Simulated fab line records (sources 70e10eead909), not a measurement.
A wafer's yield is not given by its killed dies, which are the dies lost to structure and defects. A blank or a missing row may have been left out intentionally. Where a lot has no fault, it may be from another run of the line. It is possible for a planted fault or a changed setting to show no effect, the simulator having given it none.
Struck lot and sound lot, side by side	flow nand_harc	15 steps out of a route of 1302
Sound: the wafers L456.1, L456.2, L456.5. Struck: wafers L470.4, L470.5. (L470.1 of the same lot was not struck and is left out.) The cause comes at the end.
For every step that has rows: the tool of each side, followed by ch and its chambers, followed by its first start. Under that, the readings that differ: sound wafers	struck wafers	difference of the means	sigmas: that difference in standard deviations of wafers without a fault.
alike: readings with means less than 2 such deviations apart, plus words and numbers identical on both sides. not compared: withheld readings, readings lacking a value on some wafer, bounds such as >300 that could conceal the same value, and numbers that have no deviation in the record and whose values overlap.
A row with sigmas, a row that says differs or no value, or rows on one side alone: a step with any of these is where the two part. Numbers that have no deviation but don't overlap get no sigmas and don't part them. A reading missing from all wafers of one side parts the sides only when that side holds two or more wafers.

first, 7 steps without rows for these wafers: NHARC_P_M0_COAT_33 (time 65 s); NHARC_P_M0_COAT_03 (resist thk 90 nm); NHARC_P_M0_SOFTBAKE_04 (time 55 s); NHARC_P_M0_EBR_05; NHARC_P_M0_EXPOSE_06 (exposes mask P M0, target cd 90 nm); NHARC_P_M0_PEB_07 (peb time 65 s); NHARC_P_M0_DEVELOP_08 (develop time 35 s).
NHARC_P_M0_CD_MEAS_09: target cd 90 nm.
  sound on cd_sem-03 ch 0, day 9 07:12; struck on cd_sem-03 ch 0, day 14 16:36
  alike: cd_nm
NHARC_P_M0_OVL_MEAS_10: pitch 180 nm.
  sound on overlay-02 at day 9 07:17; struck on overlay-02 at day 14 16:41
  alike: overlay_x_nm, overlay_y_nm
NHARC_P_M0_INSPECT_11:
  sound on defect_inspect-02 at day 9 07:19; struck on defect_inspect-02 at day 14 16:44
  alike: raw_defect_count
NHARC_P_M0_DESCUM_14: chemistry O2, time 3 s.
  sound on rie_diel-12 ch 2,3, day 9 07:23; struck on rie_diel-05 ch 0,1, day 14 16:54
  alike: drypump_motor_current_A, o2_flow_sccm, oes_product_au, rf_vpp_V, showerhead_plenum_p_Torr, throttle_valve_pct
  not compared: rf_hours_counter_h
NHARC_P_M0_ETCH_34: etches the open film in N2/H2, target depth 40 nm, overetch 12 nm, time 43.94 s.
  sound on rie_diel-12 ch 0,2, day 9 07:34; struck on rie_diel-05 ch 0,3, day 14 17:13
  alike: drypump_motor_current_A, oes_product_au, rf_vpp_V, run_length_s, showerhead_plenum_p_Torr, throttle_valve_pct
  not compared: rf_hours_counter_h
NHARC_P_M0_ETCH_15: etches the open film in C4F8/Ar, target depth 150 nm, overetch 15 nm, time 82.5 s.
  sound on rie_diel-12 ch 0,2,3, day 9 07:40; struck on rie_diel-05 ch 1,3, day 14 17:40
reading	sound	struck	difference	sigmas
run_length_s (s)	103.3 104.1 104.5	92.8 92.1	-11.5	-28
  alike: oes_product_au, rf_vpp_V
  not compared: rf_hours_counter_h
NHARC_P_M0_CD_MEAS_16:
  sound on cd_sem-01 at day 9 07:48; struck on cd_sem-02 at day 14 17:48
  alike: cd_nm
-- jump in the record: it breaks off in module P_M0 and resumes in module END (first step shown: number 1302 of the route), and 18 days separate the struck wafers' starts before and after --
NHARC_END_SORT_01:
  sound on prober-02 ch 0, day 27 09:19; struck on prober-02 ch 0, day 33 01:27
reading	sound	struck	difference	sigmas
hold	- - -	await_dispo/1.0h/release await_dispo/1.0h/release	no value on the sound wafers	
defect_limited_yield (%)	94.1 95.6 95.7	0 0.3	-95	-33
killed_at_periphery	0 0 3	641 642	+640	+99 or more
killed_dies	40 30 29	677 675	+643	+34
  alike: killed_at_array, killed_at_other, killed_open, killed_short

WHERE THEY PART
Earliest at NHARC_P_M0_ETCH_15; latest, in this record, at NHARC_END_SORT_01.

WHY: what had been put in by the simulator
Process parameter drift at NHARC_P_M0_ETCH_15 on rie_diel-05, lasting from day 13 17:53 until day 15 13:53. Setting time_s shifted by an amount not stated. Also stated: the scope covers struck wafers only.
